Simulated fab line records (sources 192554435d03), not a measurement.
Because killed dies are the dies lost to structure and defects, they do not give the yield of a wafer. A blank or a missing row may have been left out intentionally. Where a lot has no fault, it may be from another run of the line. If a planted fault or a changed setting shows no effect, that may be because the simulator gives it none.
Comparing a struck lot with a sound one	flow n5-finfet	15 steps out of a route of 1938
Sound: these wafers, L769.1, L769.3, L769.6. The struck wafers were L780.2, L780.3, L780.6. The cause is given at the end.
Per side, at each step with rows, come the tool, then ch with its chambers, and then its first start. Under that, the readings that differ: sound wafers	struck wafers	difference of the means	sigmas: that difference in standard deviations of wafers without a fault.
alike: readings whose means differ by less than 2 such deviations, and words and numbers that are the same on both sides. not compared: withheld readings, readings that some wafer has no value for, bounds like >300 that may hide the same value, and numbers for which the record gives no deviation and whose values overlap.
Wherever a step has rows on one side only, a row that says differs or no value, or a row with sigmas, the two part there. Numbers that have no deviation but don't overlap get no sigmas and don't part them. A reading missing from all wafers of one side parts the sides only when that side holds two or more wafers.

N5_DUMMY_GATE_ETCH_42: etches SiO2 in CHF3/O2, target depth 3.5 nm, time 31 s.
  sound on rie-diel-06 ch 0,3, day 4 17:22; struck on rie-diel-05 ch 0,2, day 7 14:05
reading	sound	struck	difference	sigmas
oes-product-au (a.u.)	0.87 0.92 0.92	0.74 0.69 0.69	-0.20	-2
  alike: drypump-motor-current-A, mfc-ar-sccm, rf-vpp-V, showerhead-plenum-p-Torr, throttle-valve-pct
  not compared: rf-hours-counter-h
N5_DUMMY_GATE_STRIP_48: strips in N2/H2, time 20 s.
  sound on rie-diel-06 ch 0,3, day 4 17:25; struck on rie-diel-05 ch 0,2, day 7 14:08
reading	sound	struck	difference	sigmas
oes-product-au (a.u.)	0.86 0.90 0.91	0.74 0.70 0.69	-0.18	-2
throttle-valve-pct (%)	12.04 11.85 11.84	12.60 12.38 12.39	+0.55	+2
  alike: drypump-motor-current-A, rf-vpp-V, showerhead-plenum-p-Torr, temp-c
  not compared: rf-hours-counter-h
then, 5 steps without rows for these wafers: N5_DUMMY_GATE_PRECLEAN_33 (cleans in dHF, time 10 s); N5_DUMMY_GATE_PRECLEAN_25 (cleans in O3/DIW, time 45 s); N5_DUMMY_GATE_PRECLEAN_51 (cleans in SC2, time 45 s); N5_DUMMY_GATE_SRD_26 (time 30 s); N5_DUMMY_GATE_UV_OZONE_45 (time 120 s).
N5_DUMMY_GATE_INSPECT_27: inspects for defects (brightfield).
  sound on defect-inspect-02 at day 4 17:36; struck on defect-inspect-01 at day 7 14:20
  alike: raw-defect-count
N5_SPACER0_ALD_07: deposits SiNx, target thk 2 nm.
  sound on ald-sin-04 ch 0,3, day 4 19:20; struck on ald-sin-03 ch 0,2, day 7 14:22
  alike: heater-power-w
N5_SPACER0_ALD_00: deposits SiOCN, target thk 3.5 nm, pulse time 3 s, purge time 2 s.
  sound on ald-sin-04 ch 0,3, day 4 19:29; struck on ald-sin-03 ch 0,2, day 7 14:31
  alike: heater-power-w, precursor-pulse-height-rel
N5_SPACER0_ALD_08: deposits SiNx, target thk 2 nm.
  sound on ald-sin-04 ch 0,3, day 4 19:45; struck on ald-sin-03 ch 0,2, day 7 14:46
  alike: heater-power-w
N5_SPACER0_INSPECT_04: inspects for defects (darkfield).
  sound on defect-inspect-02 at day 4 19:55; struck on defect-inspect-01 at day 7 14:56
  alike: raw-defect-count
N5_SD_EPI_N_COAT_32: time 60 s, resist thk 350 nm.
  sound on litho-track-03 ch 0, day 4 19:56; struck on litho-track-05 ch 0, day 7 14:58
reading	sound	struck	difference	sigmas
dispense-pressure-kPa (kPa)	53 53 53	43 43 43	-10	-2
heater-power-total-W (W)	500.0 497.3 502.8	519.1 515.0 518.1	+17.4	+9
plate-temp-C (C)	249.86 250.02 249.82	256.69 256.96 256.83	+6.93	+41
then, 1 step without rows for these wafers: N5_SD_EPI_N_COAT_33 (time 60 s, resist thk 35 nm).
-- the record jumps here: 5 days lie between the struck wafers' starts before and after (it left off in module SD_EPI_N and takes up again in module BEOL_M4, whose first step shown is number 1111 of the route) --
N5_BEOL_M4_RC_MEAS_101:
  sound on prober-02 ch 0, day 10 09:14; struck on prober-01 ch 0, day 12 17:07
reading	sound	struck	difference	sigmas
SS_P (mV/dec)	74.2 73.0 73.8	72.5 71.9 72.4	-1.4	-3
  alike: DIBL_N, DIBL_P, IOFF_N, IOFF_P, ION_N, ION_P, SS_N, VT_N, VT_P

WHERE THEY PART
At N5_DUMMY_GATE_ETCH_42 first; at N5_BEOL_M4_RC_MEAS_101 last (within this record only).

WHY: what the simulator had put in
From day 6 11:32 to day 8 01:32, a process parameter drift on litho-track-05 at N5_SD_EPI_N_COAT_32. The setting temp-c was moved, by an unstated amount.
